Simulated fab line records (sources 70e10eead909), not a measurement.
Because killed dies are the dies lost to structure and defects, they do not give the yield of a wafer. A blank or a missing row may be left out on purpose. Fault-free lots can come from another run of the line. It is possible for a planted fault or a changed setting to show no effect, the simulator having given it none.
fab line records | flow nandHarc
[record] lots = 10 wafers = 30 lastDay = 22
route steps=1159 shown P_ZERO_WELL@18 P_STI@80 END@1159
lots with no fault: from the same line, run without faults
startH: start of the lot's first displayed wafer, in hours after the record's first day | waitH: how many hours have passed since the lot's step before this one | " identical to the entry in the row above | L1.1+2: a single row standing in for several wafers | - no value, or no start was given | * or withheld: withheld | < > ~ a bound
route shown NAME@n: NAME is a module with steps in the file, n the number in the route of the first one | usual: mean and standard deviation over wafers with no fault | same: alike in all rows | chamber/n: place in a boat | sites: each site's reading | _std_site: standard deviation across them | _edge_site: mean of outer sites minus mean of inner sites | radiusMm: how far each site lies from the wafer's centre | mask NAME#n: copy n | behind: the most recent tool/chamber to have shaped the wafer | hold: reason for holding the lot/hours on hold/outcome of the hold | device: whichever transistor did not switch (one of n, p or np) | end of line: the tests these same wafers got at the end of their route | a step given without rows: its recipe and nothing more | killed: the dies lost at the first sort to structure and to defects; this is not the yield of the wafer | map: shows each die of a wafer: x if killed, . if not, _ if none is there
set.NAME: the run value of the setting; set.NAME@STEP: its run value at that earlier step | model.NAME: the simulator's own value behind a step, which no gauge read
the route's steps for a sample of lots (tables are steps, rows are wafers)
services: when a tool's chamber went out of use (startH, in hours from the record's first day, below 0 if earlier), for how many hours, and the reason
[[steps]]
[step NHARC_P_ZERO_WELL_ETCH_62]
[recipe] targetDepthA = 130 timeS = 6.5 chf3FlowSccm = 50 arFlowSccm = 200 rfW = 500 biasW = 200 chemistry = CHF3/Ar
[usual] biasW = 199.9/0.61 chf3FlowSccm = 50.03/0.15 drypumpMotorCurrentA = 5.9/0.4 oesProductAu = 0.961/0.018 rfVppV = 369.7/1.4 showerheadPlenumPTorr = 2.30/0.049 throttleValvePct = 20.218/0.0093
// columns lot.wafer tool chamber startH waitH biasW chf3FlowSccm drypumpMotorCurrentA oesProductAu rfHoursCounterH rfVppV showerheadPlenumPTorr throttleValvePct
L809.3 rieDiel-10 0 - - 198.6 50.02 5.4 0.987 0.5 370.5 2.27 20.216
L809.1 " 2 " " 198.5 50.07 6.0 0.964 0.4 371.9 2.31 20.213
L809.6 " 1 " " 200.1 50.15 5.5 0.975 - 369.0 2.31 20.236
L810.3 rieDiel-10 2 - - 200.2 49.84 6.1 0.952 0.5 369.7 2.31 20.219
L810.2 " 3 " " 199.4 49.95 6.1 0.974 0.6 366.7 2.21 20.210
L810.5 " 3 " " 200.9 50.14 6.1 0.973 - 366.9 2.21 20.217
L811.1 rieDiel-10 1 - - 200.2 49.90 5.5 0.960 1.1 369.7 2.31 20.211
L811.3 " 3 " " 199.9 49.94 6.1 0.959 1.7 368.6 2.21 20.214
L811.5 " 0 " " 200.0 49.94 5.4 0.965 - 369.7 2.27 20.229
L812.3 rieDiel-09 2 - - 199.7 49.99 6.3 0.979 8.7 369.7 2.32 20.199
L812.5 " 2 " " 199.5 49.98 6.3 0.979 - 372.0 2.32 20.207
L812.6 " 3 " " 199.2 50.02 6.2 0.973 - 372.5 2.43 20.212
L813.3 rieDiel-09 2 - - 200.7 50.37 6.2 0.990 9.3 369.5 2.32 20.217
L813.2 " 3 " " 199.6 49.82 6.3 0.977 8.2 372.0 2.43 20.223
L813.1 " 1 " " 200.4 49.93 6.1 0.956 9.5 369.7 2.28 20.211
L817.3 rieDiel-07 0 - - 200.3 50.08 5.8 0.965 0.2 371.1 2.28 20.221
L817.2 " 3 " " 200.7 50.12 6.7 0.972 0.2 369.8 2.27 20.219
L817.4 " 0 " " 200.4 49.97 5.8 0.969 - 369.4 2.28 20.247
L819.3 rieDiel-07 1 - - 200.3 50.18 5.7 0.983 0.6 369.9 2.34 20.226
L819.1 " 3 " " 199.7 49.89 6.7 0.953 0.8 368.9 2.27 20.210
L819.5 " 1 " " 199.4 50.35 5.7 0.989 - 369.6 2.34 20.224
L820.3 rieDiel-07 3 - - 199.8 50.07 6.7 0.931 2.2 369.7 2.27 20.223
L820.1 " 2 " " 200.1 49.96 5.2 0.933 1.6 369.8 2.35 20.198
L820.5 " 3 " " 198.8 50.25 6.7 0.927 - 368.5 2.27 20.220
L821.2 rieDiel-09 2 - - 200.4 49.82 6.3 0.968 0.6 370.9 2.32 20.221
L821.3 " 1 " " 199.0 49.98 6.0 0.957 0.6 369.4 2.28 20.225
L821.5 " 3 " " 201.1 50.01 6.2 0.982 - 373.9 2.42 20.216
L823.3 rieDiel-10 2 - - 199.7 50.09 6.0 0.961 4.2 369.8 2.31 20.211
L823.4 " 1 " " 199.4 50.00 5.4 0.993 4.5 370.0 2.30 20.217
L823.5 " 2 " " 199.2 50.07 6.0 0.968 - 370.6 2.31 20.195
[step NHARC_P_ZERO_WELL_DESCUM_26]
[recipe] timeS = 3 o2FlowSccm = 200 arFlowSccm = 0 biasPowerW = 0 chemistry = O2
[usual] drypumpMotorCurrentA = 6.0/0.37 oesProductAu = 0.998/0.0067 rfVppV = 57.7/0.91 showerheadPlenumPTorr = 1.88/0.05 throttleValvePct = 11.311/0.0089
// columns lot.wafer tool chamber startH waitH drypumpMotorCurrentA oesProductAu rfHoursCounterH rfVppV showerheadPlenumPTorr throttleValvePct
L809.3 rieDiel-09 0 20.79 - 6.0 0.989 7 57.2 1.85 11.329
L809.1 " 1 " " 6.1 0.989 8 59.1 1.86 11.315
L809.6 " 2 " " 6.3 1.004 - 56.2 1.90 11.303
L810.2 rieDiel-09 1 26.75 - 6.1 0.991 8 57.9 1.86 11.305
L810.3 " 3 " " 6.2 0.995 7 58.6 1.98 11.320
L810.5 " 1 " " 6.1 0.985 - 58.9 1.86 11.311
L811.1 rieDiel-07 2 32.79 - 5.2 0.990 11 58.8 1.92 11.313
L811.3 " 1 " " 5.7 0.991 10 58.8 1.91 11.304
L811.5 " 3 " " 6.7 1.001 - 57.8 1.85 11.302
L812.3 rieDiel-09 0 38.82 - 6.1 0.998 8 58.2 1.85 11.313
L812.6 " 2 " " 6.3 1.006 - 58.7 1.90 11.313
L812.5 " 3 " " 6.2 0.989 - 57.1 1.98 11.322
L813.1 rieDiel-10 0 44.65 - 5.4 0.997 3 57.2 1.85 11.296
L813.2 " 1 " " 5.5 0.997 2 57.0 1.88 11.306
L813.3 " 2 " " 6.0 0.985 2 58.2 1.88 11.309
L817.4 rieDiel-09 3 68.78 - 6.2 0.986 11 57.4 1.98 11.303
L817.2 " 0 " " 6.1 0.986 11 57.8 1.85 11.313
L817.3 " 1 " " 6.1 0.984 9 56.8 1.86 11.313
L819.3 rieDiel-10 3 80.79 - 6.1 0.999 5 57.8 1.80 11.309
L819.1 " 0 " " 5.4 1.012 5 57.9 1.85 11.317
L819.5 " 3 " " 6.1 1.001 - 56.7 1.80 11.306
L820.3 rieDiel-09 3 86.63 - 6.2 0.998 0 58.6 1.98 11.307
L820.1 " 1 " " 6.1 1.008 0 56.5 1.86 11.302
L820.5 " 3 " " 6.2 0.998 - 58.9 1.98 11.319
L821.3 rieDiel-09 3 92.74 - 6.2 1.002 0 58.0 1.98 11.303
L821.2 " 1 " " 6.1 0.992 1 57.7 1.86 11.298
L821.5 " 3 " " 6.2 1.004 - 57.2 1.98 11.312
L823.3 rieDiel-09 1 104.64 - 6.1 0.997 1 57.6 1.86 11.328
L823.4 " 2 " " 6.3 1.009 1 58.1 1.89 11.320
L823.5 " 1 " " 6.1 0.985 - 58.1 1.86 11.318
[step NHARC_P_STI_EXPOSE_06]
[recipe] na = 0.55 targetCdNm = 200 doseMj = 37.69 maskId = P_STI
[usual] exposureDoseMJCm2 = 37.67/0.04
// columns lot.wafer tool chamber startH waitH mask exposureDoseMJCm2
L809.1 krfScanner-04 0 44.64 - P_STI#0 37.71
L809.3 " 0 " " P_STI#0 37.70
L809.6 " 0 " " P_STI#0 37.70
L810.2 krfScanner-02 0 44.81 - P_STI#0 37.67
L810.3 " 0 " " P_STI#0 37.66
L810.5 " 0 " " P_STI#0 37.64
L811.1 krfScanner-03 0 54.73 - P_STI#0 37.72
L811.3 " 0 " " P_STI#0 37.63
L811.5 " 0 " " P_STI#0 37.64
L812.3 krfScanner-04 0 60.75 - P_STI#0 37.67
L812.5 " 0 " " P_STI#0 37.73
L812.6 " 0 " " P_STI#0 37.66
L813.1 krfScanner-03 0 66.36 - P_STI#0 37.64
L813.2 " 0 " " P_STI#0 37.67
L813.3 " 0 " " P_STI#0 37.62
L817.2 krfScanner-03 0 88.87 - P_STI#0 37.63
L817.3 " 0 " " P_STI#0 37.66
L817.4 " 0 " " P_STI#0 37.69
L819.1 krfScanner-04 0 100.49 - P_STI#0 37.65
L819.3 " 0 " " P_STI#0 37.67
L819.5 " 0 " " P_STI#0 37.67
L820.1 krfScanner-03 0 106.56 - P_STI#0 37.65
L820.3 " 0 " " P_STI#0 37.60
L820.5 " 0 " " P_STI#0 37.63
L821.2 krfScanner-03 0 114.28 - P_STI#0 37.61
L821.3 " 0 " " P_STI#0 37.61
L821.5 " 0 " " P_STI#0 37.58
L823.3 krfScanner-03 0 124.89 - P_STI_R1#0 37.62
L823.4 " 0 " " P_STI_R1#0 37.67
L823.5 " 0 " " P_STI_R1#0 37.64
[step NHARC_P_STI_CD_MEAS_09]
[recipe] targetCdNm = 200 landingEnergyEv = 500
[usual] cdNm = 201.3/1.6
[same] landingEnergyEv = 500
// columns lot.wafer tool chamber startH waitH cdNm
L809.1 cdSem-01 0 44.79 - 199.2
L809.3 " 0 " " 201.9
L809.6 " 0 " " 204.0
L810.2 cdSem-03 0 44.96 - 199.7
L810.3 " 0 " " 199.7
L810.5 " 0 " " 198.6
L811.1 cdSem-03 0 54.88 - 201.0
L811.3 " 0 " " 200.1
L811.5 " 0 " " 200.3
L812.3 cdSem-01 0 60.90 - 202.2
L812.5 " 0 " " 203.0
L812.6 " 0 " " 201.7
L813.1 cdSem-03 0 66.51 - 201.6
L813.2 " 0 " " 201.2
L813.3 " 0 " " 202.2
L817.2 cdSem-01 0 89.02 - 204.3
L817.3 " 0 " " 202.0
L817.4 " 0 " " 201.8
L819.1 cdSem-01 0 100.64 - 201.8
L819.3 " 0 " " 200.9
L819.5 " 0 " " 200.9
L820.1 cdSem-01 0 106.72 - 199.1
L820.3 " 0 " " 200.5
L820.5 " 0 " " 201.4
L821.2 cdSem-02 0 114.43 - 203.4
L821.3 " 0 " " 201.7
L821.5 " 0 " " 203.2
L823.3 cdSem-03 0 125.03 - 222.0
L823.4 " 0 " " 221.0
L823.5 " 0 " " 220.2
[step NHARC_P_STI_ETCH_42]
[recipe] targetDepthA = 800 overetchA = 240 timeS = 61 ionEnergyEv = 200 n2FlowSccm = 150 h2FlowSccm = 150 arFlowSccm = 0 rfW = 400 biasW = 150 chemistry = N2/H2
[usual] biasW = 150.0/0.4 drypumpMotorCurrentA = 5.6/0.5 oesProductAu = 1.002/0.0082 rfVppV = 431.5/1.8 showerheadPlenumPTorr = 2.08/0.057 throttleValvePct = 14.170/0.01
// columns lot.wafer tool chamber startH waitH biasW drypumpMotorCurrentA oesProductAu rfHoursCounterH rfVppV showerheadPlenumPTorr throttleValvePct
L809.3 rieDiel-01 2 45.14 0.1 150.5 5.8 1.006 2.0 432.0 2.12 14.165
L809.1 " 3 " " 150.1 6.1 1.004 2.1 426.6 1.92 14.189
L809.6 " 1 " " 150.4 5.6 1.009 - 431.8 2.10 14.170
L810.3 rieDiel-06 2 45.34 0.1 150.5 6.1 0.993 5.2 430.3 2.06 14.168
L810.2 " 3 " " 150.0 5.8 0.986 5.3 433.5 2.14 14.155
L810.5 " 1 " " 150.4 6.6 0.997 - 433.8 2.16 14.171
L811.3 rieDiel-03 3 55.23 0.1 150.4 5.5 1.017 0.9 430.5 2.06 14.168
L811.1 " 0 " " 150.1 4.9 1.008 0.8 432.0 2.09 14.151
L811.5 " 0 " " 150.2 4.9 1.002 - 432.6 2.09 14.192
L812.3 rieDiel-03 2 61.25 0.1 150.5 5.0 1.007 1.0 431.6 2.06 14.178
L812.6 " 0 " " 150.4 4.9 1.003 - 432.1 2.09 14.177
L812.5 " 1 " " 150.7 5.9 1.002 - 429.4 2.01 14.177
L813.2 rieDiel-03 2 66.87 0.1 150.5 5.0 0.991 1.2 430.3 2.06 14.175
L813.3 " 3 " " 149.6 5.4 1.017 1.5 430.1 2.06 14.177
L813.1 " 0 " " 149.4 4.9 1.001 1.4 431.9 2.09 14.167
L817.4 rieDiel-03 3 89.39 0.1 150.6 5.4 1.020 2.9 430.9 2.05 14.179
L817.2 " 0 " " 149.3 4.9 0.997 2.9 431.2 2.08 14.168
L817.3 " 1 " " 149.8 5.9 1.009 2.6 429.2 2.01 14.182
L819.3 rieDiel-01 2 100.99 0.1 149.9 5.8 0.999 3.1 432.7 2.12 14.186
L819.1 " 3 " " 150.3 6.1 1.000 3.3 427.4 1.92 14.166
L819.5 " 2 " " 150.3 5.9 0.994 - 433.0 2.12 14.170
L820.3 rieDiel-01 0 107.07 0.1 149.4 5.8 1.004 3.4 429.4 2.03 14.190
L820.1 " 1 " " 150.6 5.6 0.998 3.5 433.3 2.10 14.154
L820.5 " 2 " " 150.0 5.8 1.007 - 433.3 2.12 14.168
L821.2 rieDiel-06 3 114.78 0.1 150.3 5.8 1.000 1.3 433.8 2.14 14.166
L821.3 " 0 " " 149.9 5.8 0.983 1.3 433.1 2.16 14.149
L821.5 " 3 " " 150.0 5.9 0.996 - 433.5 2.14 14.172
L823.3 rieDiel-03 2 125.37 0.1 149.5 5.0 1.001 5.3 431.1 2.05 14.165
L823.4 " 0 " " 149.5 4.9 0.998 5.0 431.7 2.08 14.174
L823.5 " 3 " " 149.8 5.4 1.004 - 432.4 2.05 14.172
[step NHARC_P_STI_OCD_MEAS_17]
[usual] trenchDepthNm = 300.9/2.7 trenchFootCdNm = 159.2/1.6
// columns lot.wafer tool chamber startH waitH trenchDepthNm trenchFootCdNm
L809.1 ocd-01 - 45.61 0.1 297.2 158.5
L809.3 " - " " 303.4 159.3
L809.6 " - " " 298.9 162.4
L810.2 ocd-02 - 45.77 0.1 303.1 157.5
L810.3 " - " " 298.8 158.1
L810.5 " - " " 298.9 156.8
L811.1 ocd-01 - 55.67 0.1 297.8 159.4
L811.3 " - " " 297.7 158.3
L811.5 " - " " 302.0 158.5
L812.3 ocd-01 - 61.68 0.1 299.6 160.1
L812.5 " - " " 300.8 161.3
L812.6 " - " " 300.4 159.5
L813.1 ocd-01 - 67.35 0.1 300.2 159.7
L813.2 " - " " 296.3 159.5
L813.3 " - " " 297.4 160.4
L817.2 ocd-01 - 89.83 0.1 298.9 163.1
L817.3 " - " " 296.0 160.2
L817.4 " - " " 301.9 158.9
L819.1 ocd-01 - 101.43 0.1 302.8 158.8
L819.3 " - " " 304.1 158.3
L819.5 " - " " 303.6 158.2
L820.1 ocd-02 - 107.50 0.1 297.7 157.8
L820.3 " - " " 303.0 158.3
L820.5 " - " " 303.3 158.5
L821.2 ocd-01 - 115.21 0.1 303.0 161.1
L821.3 " - " " 297.5 159.5
L821.5 " - " " 304.5 160.7
L823.3 ocd-01 - 125.81 0.1 297.7 180.5
L823.4 " - " " 295.9 179.5
L823.5 " - " " 294.6 179.1
[step NHARC_END_SORT_01]
[recipe] tempC = 25
[usual] killedAtArray = 29/11 killedAtOther = 0.6/0.92 killedAtPeriphery = 3.2/2 killedDies = 33/11 killedOpen = 3.2/2 killedShort = 1.9/1.5
[same] grossDies = 677
// columns lot.wafer tool chamber startH waitH killedAtArray killedAtOther killedAtPeriphery killedDies killedOpen killedShort
L823.3 prober-02 0 521.04 3.1 42 0 3 45 1 1
L823.4 prober-02 0 521.84 3.4 40 0 4 44 5 3
L823.5 prober-02 0 522.63 3.7 49 0 4 53 5 4
// killed by level:class
L823.3 A_CHANNEL_HOLE_D1:chamberFilmFlake=26 A_SLIT:chamberFilmFlake=12 P_CONTACT:geometricParticle:open=1 A_WL_FILL:geometricParticle:short=1 P_ZERO_WELL:chamberFilmFlake=1 P_GATE:chamberFilmFlake=1 A_CHANNEL_FILL_D1:chamberFilmFlake=1 A_STAIRCASE:chamberFilmFlake=1
L823.4 A_CHANNEL_HOLE_D1:chamberFilmFlake=19 A_SLIT:chamberFilmFlake=8 A_CONTACT:chamberFilmFlake=5 A_BLC:geometricParticle:open=2 A_M0:geometricParticle:short=2 A_CHANNEL_FILL_D1:chamberFilmFlake=2 P_CONTACT:geometricParticle:short=1 P_M1:geometricParticle:open=1
L823.5 A_CHANNEL_HOLE_D1:chamberFilmFlake=23 A_SLIT:chamberFilmFlake=12 A_CONTACT:chamberFilmFlake=3 A_CONTACT:geometricParticle:short=2 A_BLC:geometricParticle:open=2 P_STI:chamberFilmFlake=2 A_STAIRCASE:chamberFilmFlake=2 P_STI:geometricParticle:open=1
[[services]]
// columns tool chamber startH hours kind
krfScanner-03 - -4.00 4.0 pm
rieDiel-03 2 -3.91 8.3 repair
rieDiel-10 - -0.50 9.0 pm
krfScanner-02 - 10.18 0.4 repair
krfScanner-04 - 13.26 0.9 repair
rieDiel-06 0 14.15 6.1 repair
rieDiel-06 0 24.24 9.0 repair
rieDiel-10 2 30.06 2.9 repair
rieDiel-03 3 30.13 14.2 repair
rieDiel-06 0 36.82 5.5 repair
krfScanner-02 - 38.00 4.0 pm
rieDiel-03 - 38.30 9.0 pm
rieDiel-09 1 44.83 23.5 repair
rieDiel-07 - 51.20 9.0 pm
rieDiel-01 2 55.27 1.3 repair
rieDiel-07 2 61.90 10.6 repair
rieDiel-03 1 62.83 13.5 repair
rieDiel-06 - 64.20 9.0 pm
rieDiel-09 - 77.10 9.0 pm
rieDiel-10 1 104.25 3.8 repair
rieDiel-07 0 105.43 8.5 repair
krfScanner-04 - 107.06 0.6 repair
krfScanner-03 - 115.68 0.6 repair
krfScanner-04 - 117.85 0.8 repair
[[key]]
[firstSign] step = NHARC_P_STI_EXPOSE_06 reading = mask direction = changed
[effect] step = NHARC_P_STI_CD_MEAS_09 reading = cdNm direction = up sigmas = 13 usual = 201.3 struck = 221.1
[effect] step = NHARC_P_STI_OCD_MEAS_17 reading = trenchFootCdNm direction = up sigmas = 13 usual = 159.2 struck = 179.7
metAt NHARC_P_STI_EXPOSE_06
struckLots L823
testerLeftOut L823
notActingAt NHARC_P_ZERO_WELL_ETCH_62,NHARC_P_ZERO_WELL_DESCUM_26,NHARC_P_STI_ETCH_42
onsetBetween 114.28 124.89
[fault] kind = wrongMask tool = any chamber = - onsetH = 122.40 steps = NHARC_P_STI_EXPOSE_06 auxCopy = P_STI_R1#0 cdOffsetNm = 17.626 scope = struckLotsOnly
// testerLeftOut: of these lots the tester's yield and bins aren't shown, on N5 and GAA mostly nor the transistor test; their killed dies are dies lost to structure and defects alone, not to doping, threshold or leakage, so they don't give the yield
